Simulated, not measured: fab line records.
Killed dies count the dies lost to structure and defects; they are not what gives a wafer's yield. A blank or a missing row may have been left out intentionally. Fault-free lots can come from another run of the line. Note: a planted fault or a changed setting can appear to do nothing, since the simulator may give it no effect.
Split-lot study | flow n5-finfet | on a route of 1938 steps: 7 lots, 39 wafers read

## ON THE SPLIT
At N5_HKMG_FIN_ETCH_86 (etches SOC in N2/H2, stops on TiN, target depth 393.2 nm), the setting target-depth-a was moved away from the recipe's 3932 angstrom on 18 of the 39 wafers read, by -12.2% to +8.3%. This setting was run at the recipe's value on the other wafers.

The split's own step is where the reading is taken.

## THE READING
SOC_of_HKMG_FIN_COAT_85.thk-nm (the simulator's own value, which no gauge read), in nm, at N5_HKMG_FIN_ETCH_86 (etches SOC in N2/H2, stops on TiN, target depth 393.2 nm). The file gives no usual value for it. Average 17.1 nm, standard deviation 1.8 nm, over the 21 wafers here run with the recipe.

wafer  | tool, chamber at the split | target-depth-a as run, angstrom | against the recipe | SOC_of_HKMG_FIN_COAT_85.thk-nm, nm | against lot-mates on the recipe
L076.3 | rie-diel-05, 0             | 3932                            | recipe             | 15.6                               | -
L076.4 | rie-diel-05, 1             | 3932                            | recipe             | 15.8                               | -
L076.6 | rie-diel-05, 1             | 3932                            | recipe             | 15.8                               | -
L082.1 | rie-diel-05, 2             | 3538                            | -10.0%             | 48.2                               | +31.3
L082.2 | rie-diel-05, 3             | 3932                            | recipe             | 18.4                               | -
L082.3 | rie-diel-05, 0             | 3538                            | -10.0%             | 44.4                               | +27.5
L082.4 | rie-diel-05, 1             | 3538                            | -10.0%             | 44.8                               | +27.9
L082.5 | rie-diel-05, 0             | 3932                            | recipe             | 15.8                               | -
L082.6 | rie-diel-05, 1             | 3932                            | recipe             | 16.6                               | -
L083.1 | rie-diel-05, 1             | 3932                            | recipe             | 16.6                               | -
L083.2 | rie-diel-05, 3             | 3932                            | recipe             | 18.4                               | -
L083.3 | rie-diel-05, 2,2,1         | 4256                            | +8.2%              | 8.4                                | -8.5
L083.5 | rie-diel-05, 2,2,1         | 4256                            | +8.2%              | 8.4                                | -8.5
L083.6 | rie-diel-05, 2,2,1         | 4256                            | +8.2%              | 8.4                                | -8.5
L083.4 | rie-diel-05, 0             | 3932                            | recipe             | 15.8                               | -
L086.1 | rie-diel-01, 1             | 3932                            | recipe             | 17.8                               | -
L086.2 | rie-diel-01, 2             | 3790                            | -3.6%              | 30                                 | +12.5
L086.3 | rie-diel-01, 3             | 3932                            | recipe             | 18.6                               | -
L086.4 | rie-diel-01, 0             | 3790                            | -3.6%              | 26.4                               | +8.9
L086.5 | rie-diel-01, 3             | 3790                            | -3.6%              | 28.8                               | +11.3
L086.6 | rie-diel-01, 0             | 3932                            | recipe             | 16.2                               | -
L089.1 | rie-diel-04, 1             | 3932                            | recipe             | 19.2                               | -
L089.2 | rie-diel-04, 3             | 3453                            | -12.2%             | 46.8                               | +29.8
L089.3 | rie-diel-04, 2             | 3453                            | -12.2%             | 54.2                               | +37.2
L089.4 | rie-diel-04, 2             | 3932                            | recipe             | 20.2                               | -
L089.5 | rie-diel-04, 1             | 3453                            | -12.2%             | 53.2                               | +36.2
L089.6 | rie-diel-04, 3             | 3932                            | recipe             | 11.6                               | -
L090.1 | rie-diel-01, 2,0,2         | 4260                            | +8.3%              | 8.6                                | -10.1
L090.4 | rie-diel-01, 2,0,2         | 4260                            | +8.3%              | 8.6                                | -10.1
L090.5 | rie-diel-01, 2,0,2         | 4260                            | +8.3%              | 8.6                                | -10.1
L090.2 | rie-diel-01, 1             | 3932                            | recipe             | 18.2                               | -
L090.3 | rie-diel-01, 3             | 3932                            | recipe             | 19                                 | -
L090.6 | rie-diel-01, 3             | 3932                            | recipe             | 19                                 | -
L093.1 | rie-diel-05, 1             | 3932                            | recipe             | 17.4                               | -
L093.2 | rie-diel-05, 3,0           | 4212                            | +7.1%              | 8.4                                | -8.5
L093.6 | rie-diel-05, 3,0           | 4212                            | +7.1%              | 8.4                                | -8.5
L093.3 | rie-diel-05, 0             | 3932                            | recipe             | 16.2                               | -
L093.4 | rie-diel-05, 2             | 4212                            | +7.1%              | 8.6                                | -8.3
L093.5 | rie-diel-05, 1             | 3932                            | recipe             | 17.2                               | -
The file does not say which wafer passed through which chamber wherever a row lists several chambers: such a row stands for several wafers.

FIT RESULTS
A straight line over all 39 wafers: SOC_of_HKMG_FIN_COAT_85.thk-nm changes by -2.1 nm for each +1% of target-depth-a; r = -0.95; the points scatter about the line by 4.3 nm.
The same after taking each lot's own level away (the mean of its wafers on the recipe; 39 wafers): -2.12 nm for each +1%; r = -0.95; scatter 4.2 nm.
According to that fit, moving target-depth-a by its largest amount changes the reading by 26 nm.
The lots' own levels span 15.73 to 18.73 nm, that is 1.6 times the standard deviation above.
Consequently the slope shifts little with the lot-to-lot level, the two slopes agreeing.
Check: +29 nm against its lot-mates is what the line predicts for one of the wafers moved furthest among these (-12.2%) when that wafer is left out of the fit. Against them it came out at +29.8 nm.

## FILE'S OWN FIT
SOC_of_HKMG_FIN_COAT_85.thk-nm changes by -2.14 nm for each +1% of target-depth-a, r = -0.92.
